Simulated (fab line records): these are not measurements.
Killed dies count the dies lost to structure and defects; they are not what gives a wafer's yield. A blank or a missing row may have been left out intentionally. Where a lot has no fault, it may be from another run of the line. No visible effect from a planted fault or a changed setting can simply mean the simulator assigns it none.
fab line records | flow nandHarc | part 1 of 2: steps 1 to 4 of 6
[record] lots = 20 wafers = 60 lastDay = 25
route steps=1159 shown P_ZERO_WELL@31 P_STI@88 P_M1@298
lots that met no fault: from a run of the same line without faults
startH: hours from the record's opening day to when the first of the lot's shown wafers began | waitH: hours from the lot's prior step to this one | " same as the row above | L1.1+2: a row that stands for several wafers | - either no value or no given start | * or withheld: withheld | < > ~ a bound
route shown NAME@n: names a module that has steps shown in the file, with the first one's number in the route | usual: mean and standard deviation over wafers with no fault | same: alike in all rows | chamber/n: place in a boat | sites: the reading at each site | _std_site: the standard deviation of these | _edge_site: mean of outer sites minus mean of inner sites | radiusMm: how far each site lies from the wafer's centre | mask NAME#n: copy n | behind: tool/chamber where the wafer was last shaped | hold: why the lot went on hold/how many hours it stayed there/how the hold came to an end | device: the n, p or np transistor that did not switch | end of line: tests of these same wafers at the route's end | where a step has no rows: the recipe by itself | killed: not the wafer's yield, but the dies lost to structure and defects at the first sort | map: a wafer's dies, x killed, . not, _ none there
set.NAME: the run value of the setting; set.NAME@STEP: its run value at that earlier step | model.NAME: the simulator's own value behind a step, which no gauge read
the route's steps for a sample of lots (tables are steps, rows are wafers)
services: the hour from which a tool's chamber was out of use, counted from the record's first day as startH (under 0 if before that day), plus the number of hours and why
[[steps]]
[step NHARC_P_ZERO_WELL_DESCUM_26]
[recipe] timeS = 3 o2FlowSccm = 200 arFlowSccm = 0 biasPowerW = 0 chemistry = O2
[usual] drypumpMotorCurrentA = 5.9/0.38 mfcArSccm = 0.014/0.013 o2FlowSccm = 199.9/0.58 oesProductAu = 0.998/0.0093 rfVppV = 58.1/0.88 showerheadPlenumPTorr = 1.96/0.056 throttleValvePct = 11.310/0.01
// columns lot.wafer tool chamber startH waitH drypumpMotorCurrentA mfcArSccm o2FlowSccm oesProductAu rfHoursCounterH rfVppV showerheadPlenumPTorr throttleValvePct
L074.3 rieDiel-07 0 14.79 - 5.4 0 199.6 0.985 9.3 57.5 1.95 11.308
L074.1 " 1 " " 5.2 0 199.9 0.985 8.7 58.3 2.06 11.279
L074.4 " 2 " " 5.5 0.024 199.8 1.000 8.9 58.0 1.96 11.292
L076.1 rieDiel-07 3 27.20 - 6.4 0.005 200.5 1.011 9.7 57.0 1.92 11.316
L076.2 " 2 " " 5.6 0.024 200.0 0.997 9.8 59.5 1.96 11.302
L076.5 " 3 " " 6.4 0.005 199.4 1.004 - 59.1 1.92 11.310
L077.1 rieDiel-11 0 32.64 - 6.0 0.043 200.0 0.996 1.1 59.7 1.98 11.296
L077.6 " 1 " " 6.1 0.017 200.1 0.991 - 57.9 1.94 11.294
L077.5 " 2 " " 6.5 0.014 200.1 0.993 - 57.8 1.91 11.327
L078.1 rieDiel-11 0 38.64 - 6.0 0.043 199.5 1.000 1.8 57.4 1.98 11.325
L078.4 " 2 " " 6.5 0.014 199.4 0.990 1.1 57.6 1.91 11.318
L078.5 " 3 " " 5.8 0.025 199.7 0.994 - 60.2 1.97 11.307
L079.3 rieDiel-07 0 44.74 - 5.4 0 199.0 0.991 11.0 56.5 1.95 11.296
L079.1 " 3 " " 6.3 0.005 200.1 1.012 11.2 58.2 1.92 11.305
L079.5 " 0 " " 5.4 0 200.2 0.999 - 58.0 1.95 11.302
L080.4 rieDiel-11 1 50.80 - 6.1 0.017 200.3 0.971 1.8 58.8 1.94 11.301
L080.5 " 3 " " 5.8 0.025 199.3 0.999 - 58.6 1.97 11.308
L080.6 " 0 " " 6.0 0.043 199.9 0.984 - 57.4 1.98 11.297
L081.1 rieDiel-01 2 56.75 - 6.0 0.004 200.2 1.002 6.3 58.0 2.00 11.313
L081.2 " 3 " " 5.6 0.019 199.5 1.010 6.7 58.3 1.95 11.305
L081.4 " 3 " " 5.6 0.019 199.8 1.018 - 58.6 1.95 11.304
L082.2 rieDiel-01 2 62.78 - 5.9 0.004 199.5 0.998 7.0 58.7 2.00 11.307
L082.5 " 2 " " 5.9 0.004 199.7 1.002 - 58.8 2.00 11.302
L082.6 " 3 " " 5.6 0.019 199.9 1.008 - 59.1 1.95 11.304
L083.1 rieDiel-01 3 68.51 - 5.6 0.019 199.3 1.018 8.3 58.6 1.95 11.308
L083.4 " 1 " " 6.1 0.004 199.3 1.018 6.6 59.0 2.04 11.306
L083.5 " 2 " " 6.0 0.004 199.5 1.000 - 58.1 2.00 11.319
L084.1 rieDiel-11 3 74.64 - 5.8 0.025 199.3 0.984 3.4 58.4 1.97 11.316
L084.3 " 0 " " 6.0 0.043 200.5 0.986 3.9 58.0 1.98 11.302
L084.6 " 3 " " 5.8 0.025 200.6 1.000 - 57.7 1.97 11.320
L085.2 rieDiel-07 2 80.77 - 5.6 0.024 198.9 0.988 1.2 58.5 1.96 11.341
L085.3 " 3 " " 6.3 0.005 199.5 0.988 1.6 59.1 1.92 11.304
L085.6 " 0 " " 5.4 0 201.1 0.994 - 58.1 1.95 11.315
L086.2 rieDiel-11 3 86.63 - 5.8 0.025 200.0 1.001 4.2 59.1 1.97 11.324
L086.3 " 1 " " 6.1 0.017 199.7 0.984 4.6 58.6 1.94 11.300
L086.4 " 2 " " 6.6 0.014 200.0 1.002 3.4 57.7 1.91 11.308
L087.4 rieDiel-01 2 92.78 - 6.0 0.004 200.1 1.006 9.5 57.3 2.00 11.304
L087.2 " 0 " " 6.0 0 199.4 0.985 9.2 56.3 1.81 11.294
L087.5 " 2 " " 6.0 0.004 200.0 1.007 - 57.5 2.00 11.318
L089.4 rieDiel-07 0 104.79 - 5.4 0 199.5 1.001 3.8 56.1 1.94 11.297
L089.1 " 3 " " 6.3 0.005 200.1 0.988 3.3 58.6 1.92 11.299
L089.6 " 1 " " 5.2 0 199.8 0.998 - 57.8 2.05 11.309
L091.4 rieDiel-11 0 116.82 - 6.0 0.043 200.2 0.983 7.7 58.5 1.98 11.313
L091.5 " 0 " " 6.0 0.043 200.0 0.991 - 57.2 1.98 11.305
L091.6 " 1 " " 6.1 0.017 200.5 0.988 - 57.0 1.94 11.312
L092.2 rieDiel-11 3 122.76 - 5.8 0.025 200.0 0.998 6.9 57.5 1.97 11.308
L092.5 " 1 " " 6.1 0.017 199.5 0.987 - 58.5 1.94 11.295
L092.6 " 2 " " 6.5 0.014 199.3 1.000 - 57.4 1.91 11.318
L093.1 rieDiel-11 1 128.74 - 6.1 0.017 200.2 0.993 7.8 59.7 1.94 11.302
L093.3 " 3 " " 5.8 0.025 200.8 1.004 7.3 58.8 1.97 11.311
L093.5 " 2 " " 6.5 0.014 199.3 0.998 - 56.6 1.91 11.296
L094.3 rieDiel-11 2 134.76 - 6.6 0.014 199.7 1.005 6.8 58.0 1.91 11.313
L094.4 " 0 " " 6.0 0.043 200.6 0.982 8.5 59.7 1.98 11.319
L094.2 " 1 " " 6.1 0.017 200.8 0.981 7.9 58.0 1.94 11.304
L095.1 rieDiel-07 2 140.95 - 5.5 0.024 200.0 1.017 6.2 58.0 1.96 11.301
L095.2 " 0 " " 5.4 0 199.8 1.000 7.2 58.1 1.94 11.311
L095.6 " 2 " " 5.5 0.024 198.6 1.006 - 57.3 1.96 11.300
L096.4 rieDiel-07 2 146.63 - 5.6 0.024 200.8 1.016 7.0 58.7 1.96 11.318
L096.5 " 1 " " 5.2 0 199.6 0.996 - 59.3 2.05 11.319
L096.6 " 2 " " 5.6 0.024 201.0 0.999 - 58.9 1.96 11.314
[step NHARC_P_ZERO_WELL_CD_MEAS_37]
[recipe] targetCdNm = 720 landingEnergyEv = 500
[usual] cdNm = 719.4/1.7
// columns lot.wafer tool chamber startH waitH cdNm
L074.1 cdSem-01 0 16.14 - 718.4
L074.3 " 0 " " 720.6
L074.4 " 0 " " 723.7
L076.1 cdSem-01 0 28.69 - 718.6
L076.2 " 0 " " 721.3
L076.5 " 0 " " 720.5
L077.1 cdSem-03 0 34.08 - 720.1
L077.5 " 0 " " 719.1
L077.6 " 0 " " 723.0
L078.1 cdSem-03 0 40.10 - 720.1
L078.4 " 0 " " 720.0
L078.5 " 0 " " 718.7
L079.1 cdSem-03 0 46.11 - 722.1
L079.3 " 0 " " 719.6
L079.5 " 0 " " 718.1
L080.4 cdSem-03 0 52.17 - 717.6
L080.5 " 0 " " 719.5
L080.6 " 0 " " 718.2
L081.1 cdSem-03 0 58.25 - 721.0
L081.2 " 0 " " 718.5
L081.4 " 0 " " 718.7
L082.2 cdSem-01 0 64.26 - 717.6
L082.5 " 0 " " 720.4
L082.6 " 0 " " 718.2
L083.1 cdSem-02 0 69.99 - 718.1
L083.4 " 0 " " 717.8
L083.5 " 0 " " 720.1
L084.1 cdSem-02 0 76.00 - 716.0
L084.3 " 0 " " 721.2
L084.6 " 0 " " 718.2
L085.2 cdSem-01 0 82.24 - 720.5
L085.3 " 0 " " 719.8
L085.6 " 0 " " 718.8
L086.2 cdSem-01 0 88.11 - 720.5
L086.3 " 0 " " 718.9
L086.4 " 0 " " 717.6
L087.2 cdSem-03 0 94.25 - 722.1
L087.4 " 0 " " 720.0
L087.5 " 0 " " 718.4
L089.1 cdSem-01 0 106.27 - 718.1
L089.4 " 0 " " 719.1
L089.6 " 0 " " 719.0
L091.4 cdSem-01 0 118.31 - 719.0
L091.5 " 0 " " 720.4
L091.6 " 0 " " 719.1
L092.2 cdSem-03 0 124.12 - 718.9
L092.5 " 0 " " 720.2
L092.6 " 0 " " 720.0
L093.1 cdSem-02 0 130.09 - 720.7
L093.3 " 0 " " 717.2
L093.5 " 0 " " 720.8
L094.2 cdSem-02 0 136.24 - 717.4
L094.3 " 0 " " 721.0
L094.4 " 0 " " 716.7
L095.1 cdSem-02 0 142.41 - 722.2
L095.2 " 0 " " 719.7
L095.6 " 0 " " 718.0
L096.4 cdSem-01 0 148.14 - 719.0
L096.5 " 0 " " 722.0
L096.6 " 0 " " 718.3
[step NHARC_P_ZERO_WELL_INSPECT_43]
[usual] rawDefectCount = 13/5.9
// columns lot.wafer tool chamber startH waitH rawDefectCount
L074.1 defectInspect-01 - 19.63 0.6 14
L074.3 " - " " 9
L074.4 " - " " 5
L076.1 defectInspect-01 - 32.13 0.6 19
L076.2 " - " " 12
L076.5 " - " " 10
L077.1 defectInspect-01 - 37.40 0.6 9
L077.5 " - " " 9
L077.6 " - " " 6
L078.1 defectInspect-01 - 43.83 0.6 7
L078.4 " - " " 12
L078.5 " - " " 15
L079.1 defectInspect-02 - 49.48 0.6 9
L079.3 " - " " 12
L079.5 " - " " 12
L080.4 defectInspect-02 - 55.67 0.2 13
L080.5 " - " " 4
L080.6 " - " " 22
L081.1 defectInspect-02 - 61.58 0.6 11
L081.2 " - " " 24
L081.4 " - " " 10
L082.2 defectInspect-02 - 67.77 0.5 20
L082.5 " - " " 4
L082.6 " - " " 11
L083.1 defectInspect-01 - 73.31 0.6 13
L083.4 " - " " 19
L083.5 " - " " 14
L084.1 defectInspect-02 - 79.52 0.6 14
L084.3 " - " " 16
L084.6 " - " " 16
L085.2 defectInspect-01 - 85.70 0.5 12
L085.3 " - " " 12
L085.6 " - " " 14
L086.2 defectInspect-01 - 91.57 0.5 12
L086.3 " - " " 7
L086.4 " - " " 15
L087.2 defectInspect-02 - 97.77 0.5 30
L087.4 " - " " 19
L087.5 " - " " 17
L089.1 defectInspect-02 - 109.71 0.6 18
L089.4 " - " " 31
L089.6 " - " " 14
L091.4 defectInspect-02 - 121.80 0.3 11
L091.5 " - " " 15
L091.6 " - " " 32
L092.2 defectInspect-02 - 127.46 0.5 15
L092.5 " - " " 15
L092.6 " - " " 21
L093.1 defectInspect-02 - 133.45 0.6 4
L093.3 " - " " 5
L093.5 " - " " 11
L094.2 defectInspect-01 - 139.77 0.5 9
L094.3 " - " " 16
L094.4 " - " " 4
L095.1 defectInspect-01 - 146.03 0.6 12
L095.2 " - " " 16
L095.6 " - " " 23
L096.4 defectInspect-01 - 151.66 0.2 16
L096.5 " - " " 11
L096.6 " - " " 17
[step NHARC_P_STI_ETCH_42]
[recipe] targetDepthA = 800 overetchA = 240 timeS = 61 ionEnergyEv = 200 n2FlowSccm = 150 h2FlowSccm = 150 arFlowSccm = 0 rfW = 400 biasW = 150 chemistry = N2/H2
[usual] drypumpMotorCurrentA = 5.8/0.56 h2FlowSccm = 150.0/0.47 mfcArSccm = 0.006/0.0083 oesProductAu = 0.998/0.011 rfVppV = 431.7/2.3 showerheadPlenumPTorr = 2.09/0.077 throttleValvePct = 14.172/0.0091
// columns lot.wafer tool chamber startH waitH drypumpMotorCurrentA h2FlowSccm mfcArSccm oesProductAu rfHoursCounterH rfVppV showerheadPlenumPTorr throttleValvePct
L074.3 rieDiel-04 3 36.65 0.1 5.4 150.9 0 0.995 2.5 433.8 2.16 14.175
L074.4 " 1 " " 6.4 149.1 0.017 0.998 2.2 430.1 2.01 14.176
L074.1 " 2 " " 4.9 149.8 0 1.004 2.3 432.7 2.15 14.182
L076.2 rieDiel-04 1 44.73 0.1 6.4 149.6 0.017 0.994 2.5 429.3 2.01 14.168
L076.1 " 0 " " 6.1 150.0 0 0.999 2.7 430.1 2.00 14.157
L076.5 " 1 " " 6.4 148.8 0.017 0.986 - 429.1 2.01 14.168
L077.1 rieDiel-04 3 54.29 0.1 5.4 149.5 0 1.005 2.9 432.6 2.16 14.166
L077.5 " 1 " " 6.4 150.0 0.017 1.008 - 428.7 2.01 14.176
L077.6 " 2 " " 4.9 149.5 0 0.999 - 433.9 2.15 14.174
L078.4 rieDiel-04 1 61.21 0.1 6.4 150.0 0.017 1.001 2.9 429.2 2.01 14.167
L078.1 " 0 " " 6.1 149.7 0 0.991 3.1 430.1 2.00 14.174
L078.5 " 2 " " 4.9 149.0 0 0.989 - 433.7 2.15 14.172
L079.1 rieDiel-08 0 66.82 0.1 5.5 150.3 0 1.003 5.8 435.0 2.19 14.172
L079.3 " 2 " " 5.3 150.1 0.012 1.006 4.3 431.5 2.11 14.160
L079.5 " 3 " " 6.2 150.2 0.008 1.001 - 431.2 2.09 14.197
L080.4 rieDiel-08 2 73.35 0.1 5.3 149.9 0.012 1.014 4.5 431.5 2.11 14.167
L080.6 " 2 " " 5.3 150.5 0.012 1.000 - 433.3 2.11 14.166
L080.5 " 3 " " 6.2 149.4 0.008 1.003 - 431.9 2.09 14.164
L081.1 rieDiel-04 1 77.46 0.1 6.4 149.8 0.017 0.997 3.3 429.4 2.01 14.162
L081.4 " 2 " " 4.9 149.1 0 1.004 3.2 433.4 2.15 14.149
L081.2 " 0 " " 6.1 149.8 0 0.995 3.5 430.0 2.00 14.170
L082.2 rieDiel-09 3 86.57 0.1 6.6 150.5 0 1.012 0.0 427.8 1.90 14.181
L082.5 " 3 " " 6.6 150.2 0 1.012 - 426.6 1.90 14.170
L082.6 " 0 " " 6.4 150.9 0.014 1.001 - 432.8 2.12 14.163
L083.1 rieDiel-09 1 86.74 0.1 5.7 150.0 0 1.018 0.1 432.1 2.04 14.180
L083.4 " 3 " " 6.6 149.5 0 1.009 0.1 424.6 1.90 14.157
L083.5 " 1 " " 5.7 149.7 0 1.010 - 431.2 2.04 14.170
L084.1 rieDiel-08 0 96.37 0.1 5.5 149.7 0 0.997 6.6 432.6 2.19 14.177
L084.3 " 2 " " 5.3 150.1 0.012 1.002 5.1 432.3 2.11 14.178
L084.6 " 1 " " 5.9 150.5 0.029 0.980 - 431.9 2.13 14.163
L085.3 rieDiel-04 0 101.57 0.1 6.1 149.6 0 0.999 3.9 428.4 2.00 14.174
L085.2 " 1 " " 6.4 150.6 0.017 1.002 3.8 429.7 2.01 14.162
L085.6 " 2 " " 4.9 150.1 0 1.015 - 432.6 2.15 14.177
L086.4 rieDiel-04 1 107.13 0.1 6.4 151.1 0.017 0.991 4.0 429.2 2.01 14.155
L086.3 " 2 " " 4.9 149.4 0 0.994 3.9 434.9 2.15 14.175
L086.2 " 3 " " 5.3 150.3 0 0.983 4.0 432.9 2.16 14.167
L087.2 rieDiel-09 1 114.01 0.1 5.7 150.4 0 1.010 1.2 430.2 2.04 14.184
L087.4 " 3 " " 6.7 149.7 0 1.000 1.2 426.2 1.90 14.159
L087.5 " 1 " " 5.7 149.6 0 1.011 - 430.8 2.04 14.163
L089.1 rieDiel-09 0 128.94 0.1 6.4 149.7 0.014 0.990 1.7 433.1 2.12 14.185
L089.4 " 1 " " 5.7 150.0 0 1.006 1.7 431.4 2.04 14.177
L089.6 " 3 " " 6.6 150.5 0 0.995 - 427.2 1.90 14.163
L091.4 rieDiel-04 0 139.26 0.1 6.1 149.6 0 1.003 0.6 429.4 2.00 14.186
L091.5 " 0 " " 6.1 149.8 0 1.002 - 428.7 2.00 14.170
L091.6 " 1 " " 6.4 149.2 0.017 0.995 - 430.2 2.01 14.165
L093.3 rieDiel-09 0 147.29 0.1 6.4 150.4 0.014 1.004 2.6 432.5 2.11 14.171
L093.1 " 1 " " 5.7 150.2 0 1.020 2.6 428.9 2.04 14.172
L093.5 " 1 " " 5.7 150.4 0 1.024 - 431.1 2.04 14.179
L092.2 rieDiel-08 2 147.45 0.1 5.3 150.1 0.012 1.014 1.2 432.5 2.11 14.168
L092.5 " 3 " " 6.2 149.5 0.008 0.999 - 432.3 2.09 14.178
L092.6 " 0 " " 5.5 149.8 0 0.986 - 433.9 2.19 14.158
L094.3 rieDiel-08 2 155.44 0.1 5.3 150.0 0.012 0.993 1.5 432.9 2.11 14.171
L094.4 " 0 " " 5.5 149.8 0 0.974 1.3 435.1 2.19 14.169
L094.2 " 1 " " 5.8 149.4 0.029 0.994 1.7 431.1 2.13 14.160
L095.1 rieDiel-08 1 162.35 0.1 5.8 150.2 0.029 0.991 1.8 433.2 2.13 14.171
L095.2 " 2 " " 5.3 149.5 0.012 1.008 1.6 432.0 2.11 14.166
L095.6 " 0 " " 5.5 150.1 0 0.974 - 436.9 2.19 14.166
L096.4 rieDiel-08 3 170.58 0.1 6.2 149.7 0.008 0.998 - 431.6 2.09 14.167
L096.6 " 0 " " 5.5 150.1 0 0.975 - 433.8 2.19 14.182
L096.5 " 2 " " 5.3 150.3 0.012 1.022 - 431.2 2.11 14.182
